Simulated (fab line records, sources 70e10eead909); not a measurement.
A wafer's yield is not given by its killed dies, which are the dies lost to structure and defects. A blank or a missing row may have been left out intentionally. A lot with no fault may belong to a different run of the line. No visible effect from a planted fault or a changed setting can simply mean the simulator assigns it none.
Chamber matching    flow nand_harc    NHARC_A_M1_CMP_23 on cmp-03: 4 sister chambers
The step polishes, t overpolish 20 s, target thk 154.34 nm. 8 wafers are shown with their chamber, then 9 later ones without.

## WAFERS WITH THEIR CHAMBER
wafer   chamber  motor_current_A (A)  time_to_endpoint_s (s)
L083.1  2        11.4                 28.0
L084.3  0        9.1                  32.3
L089.3  3        12.0                 30.0
L089.5  2        11.6                 27.8
L089.6  1        11.6                 24.6
L091.2  1        12.3                 27.7
L091.3  3        11.2                 31.0
L091.4  0        9.8                  31.4

## WAFERS WITH NO CHAMBER GIVEN
wafer   motor_current_A (A)  time_to_endpoint_s (s)
L093.2  12.2                 25.2
L093.3  9.6                  27.6
L093.6  9.7                  26.3
L092.2  11.7                 29.9
L092.5  12.0                 28.2
L092.6  12.0                 25.0
L095.1  10.0                 28.6
L095.2  11.7                 24.1
L095.4  11.9                 26.1

## CHAMBER TAKEN BY EACH
wafer   from the rows above                in truth
L093.2  can't be placed: 1 or 2            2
L093.3  can't be placed: 0 or 2 or 3 or 1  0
L093.6  can't be placed: 2 or 0 or 1 or 3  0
L092.2  can't be placed: 3 or 2            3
L092.5  can't be placed: 2 or 1 or 3       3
L092.6  can't be placed: 1 or 2            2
L095.1  can't be placed: 0 or 2 or 3 or 1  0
L095.2  can't be placed: 1 or 2            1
L095.4  can't be placed: 1 or 2            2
Correctly placed: 0 of 9. Not placeable from these rows: 9 (in 9, the candidates include the true chamber). Wrongly placed: 0.
How it was worked out, from the rows above alone: a wafer's distance from a chamber is the root of the sum, over the readings, of the square of ((its reading less the chamber's mean) divided by the reading's scatter). The wafer belongs to the nearest chamber; if the next one is less than 2 further off, it can't be placed. Each chamber's mean is taken over the wafers shown for it. The scatter is the square root of a quotient: the sum, over the shown wafers, of each reading's squared deviation from its chamber's mean, divided by wafers minus chambers.
